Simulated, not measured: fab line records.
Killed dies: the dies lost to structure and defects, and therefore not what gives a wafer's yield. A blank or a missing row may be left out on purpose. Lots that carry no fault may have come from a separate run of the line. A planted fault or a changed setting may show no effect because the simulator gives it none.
Split-lot study / flow n5 finfet / 7 lots, 39 wafers read, on a route of 1938 steps

ABOUT THE SPLIT
At N5_BEOL_M13_ILD_DEP_00 (deposits SiOC from DEMS/O2, target thk 837.92 nm, time 166.4 s), the setting target thk a was moved away from the recipe's 8379.2 angstrom on 12 of the 39 wafers read, by -33.2% to +49.4%. The other wafers ran this setting at the recipe's value.

The file shows no step between the split and the reading.

THE READING
At N5_BEOL_M13_THK_MEAS_01: M13_ILD_THK, given in nm. Typical for fault-free wafers on this fab line: 836 nm, with standard deviation 11 nm.

wafer=L081.1; tool, chamber at the split=pecvd-02, 2; target thk a as run, angstrom=8379.2; against the recipe=recipe; M13_ILD_THK, nm=840; against lot-mates on the recipe=-
wafer=L081.2; tool, chamber at the split=pecvd-02, 0; target thk a as run, angstrom=8379.2; against the recipe=recipe; M13_ILD_THK, nm=833; against lot-mates on the recipe=-
wafer=L081.3; tool, chamber at the split=pecvd-02, 1; target thk a as run, angstrom=5594; against the recipe=-33.2%; M13_ILD_THK, nm=565; against lot-mates on the recipe=-274
wafer=L081.4; tool, chamber at the split=pecvd-02, 0; target thk a as run, angstrom=8379.2; against the recipe=recipe; M13_ILD_THK, nm=844; against lot-mates on the recipe=-
wafer=L081.5; tool, chamber at the split=pecvd-02, 1; target thk a as run, angstrom=5594; against the recipe=-33.2%; M13_ILD_THK, nm=578; against lot-mates on the recipe=-261
wafer=L081.6; tool, chamber at the split=pecvd-02, 2; target thk a as run, angstrom=5594; against the recipe=-33.2%; M13_ILD_THK, nm=566; against lot-mates on the recipe=-273
wafer=L083.1; tool, chamber at the split=pecvd-03, 2; target thk a as run, angstrom=8379.2; against the recipe=recipe; M13_ILD_THK, nm=831; against lot-mates on the recipe=-
wafer=L083.2; tool, chamber at the split=pecvd-03, 1; target thk a as run, angstrom=12520; against the recipe=+49.4%; M13_ILD_THK, nm=1242; against lot-mates on the recipe=+405
wafer=L083.3; tool, chamber at the split=pecvd-03, 0; target thk a as run, angstrom=12520; against the recipe=+49.4%; M13_ILD_THK, nm=1230; against lot-mates on the recipe=+393
wafer=L083.4; tool, chamber at the split=pecvd-03, 0; target thk a as run, angstrom=8379.2; against the recipe=recipe; M13_ILD_THK, nm=839; against lot-mates on the recipe=-
wafer=L083.5; tool, chamber at the split=pecvd-03, 2; target thk a as run, angstrom=12520; against the recipe=+49.4%; M13_ILD_THK, nm=1256; against lot-mates on the recipe=+419
wafer=L083.6; tool, chamber at the split=pecvd-03, 1; target thk a as run, angstrom=8379.2; against the recipe=recipe; M13_ILD_THK, nm=841; against lot-mates on the recipe=-
wafer=L086.1; tool, chamber at the split=pecvd-01, 1; target thk a as run, angstrom=8379.2; against the recipe=recipe; M13_ILD_THK, nm=829; against lot-mates on the recipe=-
wafer=L086.2; tool, chamber at the split=pecvd-01, 0; target thk a as run, angstrom=8379.2; against the recipe=recipe; M13_ILD_THK, nm=836; against lot-mates on the recipe=-
wafer=L086.5; tool, chamber at the split=pecvd-01, 1; target thk a as run, angstrom=8379.2; against the recipe=recipe; M13_ILD_THK, nm=851; against lot-mates on the recipe=-
wafer=L088.1; tool, chamber at the split=pecvd-01, 1; target thk a as run, angstrom=8379.2; against the recipe=recipe; M13_ILD_THK, nm=830; against lot-mates on the recipe=-
wafer=L088.2; tool, chamber at the split=pecvd-01, 0; target thk a as run, angstrom=10450; against the recipe=+24.7%; M13_ILD_THK, nm=1034; against lot-mates on the recipe=+198
wafer=L088.3; tool, chamber at the split=pecvd-01, 2; target thk a as run, angstrom=8379.2; against the recipe=recipe; M13_ILD_THK, nm=835; against lot-mates on the recipe=-
wafer=L088.4; tool, chamber at the split=pecvd-01, 2; target thk a as run, angstrom=10450; against the recipe=+24.7%; M13_ILD_THK, nm=1053; against lot-mates on the recipe=+217
wafer=L088.5; tool, chamber at the split=pecvd-01, 1; target thk a as run, angstrom=10450; against the recipe=+24.7%; M13_ILD_THK, nm=1063; against lot-mates on the recipe=+227
wafer=L088.6; tool, chamber at the split=pecvd-01, 0; target thk a as run, angstrom=8379.2; against the recipe=recipe; M13_ILD_THK, nm=843; against lot-mates on the recipe=-
wafer=L094.1; tool, chamber at the split=pecvd-03, 2; target thk a as run, angstrom=8379.2; against the recipe=recipe; M13_ILD_THK, nm=842; against lot-mates on the recipe=-
wafer=L094.2; tool, chamber at the split=pecvd-03, 0; target thk a as run, angstrom=8379.2; against the recipe=recipe; M13_ILD_THK, nm=840; against lot-mates on the recipe=-
wafer=L094.3; tool, chamber at the split=pecvd-03, 1; target thk a as run, angstrom=8379.2; against the recipe=recipe; M13_ILD_THK, nm=831; against lot-mates on the recipe=-
wafer=L094.4; tool, chamber at the split=pecvd-03, 2; target thk a as run, angstrom=8379.2; against the recipe=recipe; M13_ILD_THK, nm=851; against lot-mates on the recipe=-
wafer=L094.5; tool, chamber at the split=pecvd-03, 1; target thk a as run, angstrom=8379.2; against the recipe=recipe; M13_ILD_THK, nm=847; against lot-mates on the recipe=-
wafer=L094.6; tool, chamber at the split=pecvd-03, 0; target thk a as run, angstrom=8379.2; against the recipe=recipe; M13_ILD_THK, nm=858; against lot-mates on the recipe=-
wafer=L096.1; tool, chamber at the split=pecvd-03, 0; target thk a as run, angstrom=8379.2; against the recipe=recipe; M13_ILD_THK, nm=821; against lot-mates on the recipe=-
wafer=L096.2; tool, chamber at the split=pecvd-03, 1; target thk a as run, angstrom=8379.2; against the recipe=recipe; M13_ILD_THK, nm=830; against lot-mates on the recipe=-
wafer=L096.3; tool, chamber at the split=pecvd-03, 1; target thk a as run, angstrom=11290; against the recipe=+34.7%; M13_ILD_THK, nm=1132; against lot-mates on the recipe=+303
wafer=L096.4; tool, chamber at the split=pecvd-03, 0; target thk a as run, angstrom=11290; against the recipe=+34.7%; M13_ILD_THK, nm=1133; against lot-mates on the recipe=+304
wafer=L096.5; tool, chamber at the split=pecvd-03, 0; target thk a as run, angstrom=8379.2; against the recipe=recipe; M13_ILD_THK, nm=837; against lot-mates on the recipe=-
wafer=L096.6; tool, chamber at the split=pecvd-03, 1; target thk a as run, angstrom=11290; against the recipe=+34.7%; M13_ILD_THK, nm=1132; against lot-mates on the recipe=+303
wafer=L097.1; tool, chamber at the split=pecvd-02, 2; target thk a as run, angstrom=8379.2; against the recipe=recipe; M13_ILD_THK, nm=830; against lot-mates on the recipe=-
wafer=L097.2; tool, chamber at the split=pecvd-02, 1; target thk a as run, angstrom=8379.2; against the recipe=recipe; M13_ILD_THK, nm=835; against lot-mates on the recipe=-
wafer=L097.3; tool, chamber at the split=pecvd-02, 0; target thk a as run, angstrom=8379.2; against the recipe=recipe; M13_ILD_THK, nm=825; against lot-mates on the recipe=-
wafer=L097.4; tool, chamber at the split=pecvd-02, 1; target thk a as run, angstrom=8379.2; against the recipe=recipe; M13_ILD_THK, nm=851; against lot-mates on the recipe=-
wafer=L097.5; tool, chamber at the split=pecvd-02, 2; target thk a as run, angstrom=8379.2; against the recipe=recipe; M13_ILD_THK, nm=843; against lot-mates on the recipe=-
wafer=L097.6; tool, chamber at the split=pecvd-02, 0; target thk a as run, angstrom=8379.2; against the recipe=recipe; M13_ILD_THK, nm=840; against lot-mates on the recipe=-

THE FIT
A straight line over all 39 wafers: M13_ILD_THK changes by +8.25 nm for each +1% of target thk a; r = +1.00; the points scatter about the line by 9.4 nm.
The same after taking each lot's own level away (the mean of its wafers on the recipe; 39 wafers): +8.33 nm for each +1%; r = +1.00; scatter 9.4 nm.
Per that fit: largest target thk a move, reading shift of 4.1e+02 nm.
Measured against the standard deviation above, the lots' own levels, which go from 829.3 to 844.8 nm, span 1.4 times it.
The two slopes are in agreement: the lot-to-lot level therefore moves the slope only a little.
Check: +415 nm against its lot-mates is what the line predicts for one of the wafers moved furthest among these (+49.4%) when that wafer is left out of the fit. It came out at +405 nm against them.

THE WHOLE CHAIN: every reading that the file lists as answering this split, in the file's order
step=N5_BEOL_M13_ILD_DEP_00; what it does=deposits SiOC from DEMS/O2, target thk 837.92 nm, time 166.4 s; reading=SiOC_of_BEOL_M13_ILD_DEP_00.thk nm (the simulator's own value, which no gauge read); change (the file's fit)=+8.36 nm for each +1% of the setting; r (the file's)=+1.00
step=N5_BEOL_M13_THK_MEAS_01; what it does=; reading=M13_ILD_THK; change (the file's fit)=+8.36 for each +1% of the setting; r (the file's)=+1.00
step=N5_BEOL_M13_VIA_ETCH_16; what it does=etches SiOC in C4F8/O2/Ar, target depth 921.7 nm; reading=etch.depth nm (the simulator's own value, which no gauge read); change (the file's fit)=+8.36 nm for each +1% of the setting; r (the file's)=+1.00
step=N5_BEOL_M13_VIA_ETCH_16; what it does=etches SiOC in C4F8/O2/Ar, target depth 921.7 nm; reading=BARC_of_BEOL_M13_COAT_58.thk nm (the simulator's own value, which no gauge read); change (the file's fit)=not straight: 89.13 at the lowest setting, 89.11 at the recipe, 41.67 at the highest; r (the file's)=not given
step=N5_BEOL_M13_VIA_ETCH_16; what it does=etches SiOC in C4F8/O2/Ar, target depth 921.7 nm; reading=coat_of_BEOL_M13_COAT_04.thk nm (the simulator's own value, which no gauge read); change (the file's fit)=-1.92 nm for each +1% of the setting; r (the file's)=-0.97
step=N5_BEOL_M13_STRIP_63; what it does=strips in N2/H2; reading=oes product au; change (the file's fit)=not straight: 0.701 at the lowest setting, 0.675 at the recipe, 0.229 at the highest; r (the file's)=not given
step=N5_BEOL_M13_STRIP_63; what it does=strips in N2/H2; reading=strip time to endpoint s; change (the file's fit)=not straight: withheld at the lowest setting, withheld at the recipe, withheld at the highest; r (the file's)=not given
step=N5_BEOL_M13_STRIP_64; what it does=strips in N2/H2; reading=strip time to endpoint s; change (the file's fit)=not straight: withheld at the lowest setting, withheld at the recipe, withheld at the highest; r (the file's)=not given

FILE'S OWN FIT
M13_ILD_THK changes by +8.36 nm for each +1% of target thk a, r = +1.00.
